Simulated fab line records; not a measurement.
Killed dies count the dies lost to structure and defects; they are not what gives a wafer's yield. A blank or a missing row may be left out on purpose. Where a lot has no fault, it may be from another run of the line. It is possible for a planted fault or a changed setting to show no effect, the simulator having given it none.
Matching of chambers || flow n5_finfet || uv_cure-01 running N5_BEOL_M7_CURE_74: 3 sister chambers
The step cures SiCOH lowk, time 240 s. 6 wafers are shown with their chamber, then 7 later ones without.

WAFERS WITH THEIR CHAMBER
{"wafer": "L076.4", "chamber": 0, "wafer_temp_C_max": 385.8, "lamp_power_pct (%)": 52.21}
{"wafer": "L076.5", "chamber": 0, "wafer_temp_C_max": 385.9, "lamp_power_pct (%)": 52.31}
{"wafer": "L084.5", "chamber": 1, "wafer_temp_C_max": 387.2, "lamp_power_pct (%)": 52.29}
{"wafer": "L084.6", "chamber": 1, "wafer_temp_C_max": 386.8, "lamp_power_pct (%)": 52.33}
{"wafer": "L086.2", "chamber": 2, "wafer_temp_C_max": 387.7, "lamp_power_pct (%)": 52.27}
{"wafer": "L086.4", "chamber": 2, "wafer_temp_C_max": 387.7, "lamp_power_pct (%)": 52.33}

WAFERS WHOSE CHAMBER IS MISSING
{"wafer": "L086.5", "wafer_temp_C_max": 388.0, "lamp_power_pct (%)": 52.43}
{"wafer": "L096.2", "wafer_temp_C_max": 388.8, "lamp_power_pct (%)": 52.26}
{"wafer": "L096.5", "wafer_temp_C_max": 389.0, "lamp_power_pct (%)": 52.30}
{"wafer": "L096.6", "wafer_temp_C_max": 388.8, "lamp_power_pct (%)": 52.32}
{"wafer": "L097.4", "wafer_temp_C_max": 386.7, "lamp_power_pct (%)": 52.34}
{"wafer": "L097.5", "wafer_temp_C_max": 387.1, "lamp_power_pct (%)": 52.33}
{"wafer": "L097.6", "wafer_temp_C_max": 386.9, "lamp_power_pct (%)": 52.38}

WHICH CHAMBER EACH WENT THROUGH
{"wafer": "L086.5", "from the rows above": 2, "in truth": 2}
{"wafer": "L096.2", "from the rows above": 2, "in truth": 2}
{"wafer": "L096.5", "from the rows above": 2, "in truth": 2}
{"wafer": "L096.6", "from the rows above": 2, "in truth": 2}
{"wafer": "L097.4", "from the rows above": 1, "in truth": 1}
{"wafer": "L097.5", "from the rows above": 1, "in truth": 1}
{"wafer": "L097.6", "from the rows above": 1, "in truth": 1}
Correctly placed: 7 of 7. From these rows, 0 cannot be placed. 0 placed wrongly.
How it was worked out, from the rows above alone: a wafer's distance from a chamber is the root of the sum, over the readings, of the square of ((its reading less the chamber's mean) divided by the reading's scatter). If the next closest chamber is less than 2 further off than the closest, the wafer can't be placed; otherwise it belongs to the closest. The mean given for a chamber averages the wafers shown for that chamber. The scatter is the square root of a quotient: the sum, over the shown wafers, of each reading's squared deviation from its chamber's mean, divided by wafers minus chambers.
